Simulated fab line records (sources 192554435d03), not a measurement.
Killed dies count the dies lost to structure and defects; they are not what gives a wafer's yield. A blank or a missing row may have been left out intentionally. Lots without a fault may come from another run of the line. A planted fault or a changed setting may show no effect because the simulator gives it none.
Split-lot study | flow n5 finfet | 7 lots, 21 wafers read, on a route of 1938 steps

THE SPLIT ITSELF
At N5_STI_FIN_REVEAL_ETCHBACK_08 (etches SiO2 in C4F6/O2, target depth 30.5 nm, time 10.167 s), the setting time s was moved away from the recipe's 10.167 s on 10 of the 21 wafers read, by -15.6% to +13.4%. All remaining wafers had this setting at the recipe value.

FROM THE SPLIT TO THE READING: what the file shows between them, 4 steps
- N5_STI_FIN_REVEAL_PRECLEAN_17: cleans in NF3:NH3, afs cycles 1, time 20 s, sublimation time 60 s (also split here: time s)
- N5_STI_FIN_REVEAL_ETCH_34: etches Si in H2, material Si, target depth 0.97 nm
- N5_STI_FIN_REVEAL_OXIDATION_31: chemistry O2 PLASMA REMOTE, time 20 s
- N5_STI_FIN_REVEAL_SRD_23: time 30 s

THE READING
trench depth nm, in nm, at N5_STI_FIN_REVEAL_FIN_H_MEAS_10. On this fab line, fault-free wafers typically give 51.7 nm with a standard deviation of 0.66 nm.

wafer  | tool, chamber at the split | time s as run, s | against the recipe | trench depth nm, nm | against lot-mates on the recipe
L077.2 | rie diel-05, 3,2           | 10.167           | recipe             | 51.8                | -
L077.4 | rie diel-05, 3,2           | 10.167           | recipe             | 50.9                | -
L077.6 | rie diel-05, 2             | 8.58             | -15.6%             | 46.5                | -4.8
L079.1 | rie diel-06, 2             | 10.167           | recipe             | 51.0                | -
L079.3 | rie diel-06, 0             | 11.27            | +10.8%             | 54.7                | +3.7
L079.6 | rie diel-06, 0             | 11.27            | +10.8%             | 54.4                | +3.4
L081.4 | rie diel-02, 0,3           | 8.646            | -15.0%             | 46.6                | -4.7
L081.5 | rie diel-02, 0,3           | 8.646            | -15.0%             | 46.8                | -4.5
L081.6 | rie diel-02, 0             | 10.167           | recipe             | 51.3                | -
L083.2 | rie diel-02, 2,0,1         | 10.167           | recipe             | 52.2                | -
L083.3 | rie diel-02, 2,0,1         | 10.167           | recipe             | 51.5                | -
L083.6 | rie diel-02, 2,0,1         | 10.167           | recipe             | 51.7                | -
L086.1 | rie diel-05, 2,0           | 10.167           | recipe             | 52.0                | -
L086.4 | rie diel-05, 0             | 8.982            | -11.7%             | 48.6                | -4.1
L086.6 | rie diel-05, 2,0           | 10.167           | recipe             | 53.5                | -
L088.1 | rie diel-02, 2,0           | 11.53            | +13.4%             | 56.3                | +4.7
L088.3 | rie diel-02, 2,0           | 11.53            | +13.4%             | 54.8                | +3.2
L088.6 | rie diel-02, 0             | 10.167           | recipe             | 51.6                | -
L092.2 | rie diel-05, 2,1           | 10.85            | +6.7%              | 52.5                | +0.9
L092.4 | rie diel-05, 2             | 10.167           | recipe             | 51.6                | -
L092.5 | rie diel-05, 2,1           | 10.85            | +6.7%              | 52.3                | +0.7
Rows listing several chambers each stand for several wafers; the file does not say which wafer went through which chamber.

FIT RESULTS
A straight line over all 21 wafers: trench depth nm changes by +0.293 nm for each +1% of time s; r = +0.96; the points scatter about the line by 0.72 nm.
The same after taking each lot's own level away (the mean of its wafers on the recipe; 21 wafers): +0.302 nm for each +1%; r = +0.98; scatter 0.57 nm.
On that fit, the largest move of time s shifts the reading by 4.7 nm.
Across the lots, their own levels run from 51.00 to 52.75 nm, a range of 2.7 times the standard deviation given above.
The two slopes are in agreement: the lot-to-lot level therefore moves the slope only a little.
Check: for one of the wafers moved furthest among these (-15.6%), held out of the fit, the line's prediction against its lot-mates is -4.85 nm. Against them it came out at -4.85 nm.

FURTHER SPLITS ON THESE WAFERS
Other splits were also applied to these wafers ahead of the reading. Each is held against what the fit with the lots' levels taken away leaves over:
other split on the same wafers           | wafers away from the commonest value | r with trench depth nm (lot level and that fit taken away)
N5_WELL_APT_EXPOSE_22 dose mj            | 7                                    | +0.25
N5_WELL_APT_PEB_23 peb temp c            | 8                                    | +0.00
N5_WELL_APT_DESCUM_30 time s             | 3                                    | +0.20
N5_PMOS_HMC_CHANNEL_EPI_HM_DEP_34 time s | 6                                    | -0.14
N5_FIN_SAQP_ETCH_64 bias w               | 5                                    | +0.05
N5_FIN_CUT_COAT_19 spin rpm              | 9                                    | -0.21
N5_STI_FIN_REVEAL_PRECLEAN_17 time s     | 4                                    | +0.19

THE WHOLE CHAIN: every reading that the file lists as answering this split, in the file's order
step                            | what it does | reading         | change (the file's fit)                                        | r (the file's)
N5_STI_FIN_REVEAL_FIN_H_MEAS_10 |              | trench depth nm | +0.308 nm for each +1% of the setting                          | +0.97
N5_BEOL_M4_RC_MEAS_101          |              | ION_P           | +2.45 for each +1% of the setting, in a fit together with none | 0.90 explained

THE FILE'S OWN FIT
trench depth nm changes by +0.308 nm for each +1% of time s, r = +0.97.
